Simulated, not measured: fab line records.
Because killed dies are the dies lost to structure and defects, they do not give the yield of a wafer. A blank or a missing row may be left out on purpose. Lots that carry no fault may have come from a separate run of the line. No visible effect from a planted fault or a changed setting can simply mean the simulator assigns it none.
Matching of chambers    flow n5-finfet    4 sister chambers for N5_BEOL_M11_STRIP_19 on rie-diel-03
The step strips in O2. 8 wafers are shown with their chamber, then 7 later ones without.

== WAFERS WITH THEIR CHAMBER ==
wafer   chamber  drypump-motor-current-A (A)  showerhead-plenum-p-Torr (Torr)
L822.1  2        6.2                          2.11
L822.2  1        6.0                          1.99
L826.3  0        5.4                          2.08
L837.1  3        6.0                          2.21
L837.2  0        5.4                          2.08
L837.3  2        6.2                          2.10
L839.4  1        6.0                          1.98
L839.5  3        6.1                          2.21

== WAFERS WITH NO CHAMBER GIVEN ==
wafer   drypump-motor-current-A (A)  showerhead-plenum-p-Torr (Torr)
L839.6  6.2                          2.10
L840.1  6.1                          2.21
L840.4  6.2                          2.10
L840.6  6.0                          1.98
L843.1  5.4                          2.07
L843.3  6.1                          2.21
L843.4  6.2                          2.10

== CHAMBER TAKEN BY EACH ==
wafer   from the rows above  in truth
L839.6  2                    2
L840.1  3                    3
L840.4  2                    2
L840.6  1                    1
L843.1  0                    0
L843.3  3                    3
L843.4  2                    2
7 of 7 placed correctly. Not placeable from these rows: 0. 0 placed wrongly.
How it was worked out, from the rows above alone: a wafer's distance from a chamber is the root of the sum, over the readings, of the square of ((its reading less the chamber's mean) divided by the reading's scatter). The wafer belongs to the nearest chamber; if the next one is less than 2 further off, it can't be placed. The mean given for a chamber averages the wafers shown for that chamber. The scatter: the root of (the sum of the squares of (reading less its chamber's mean) over the shown wafers, divided by (wafers less chambers)).
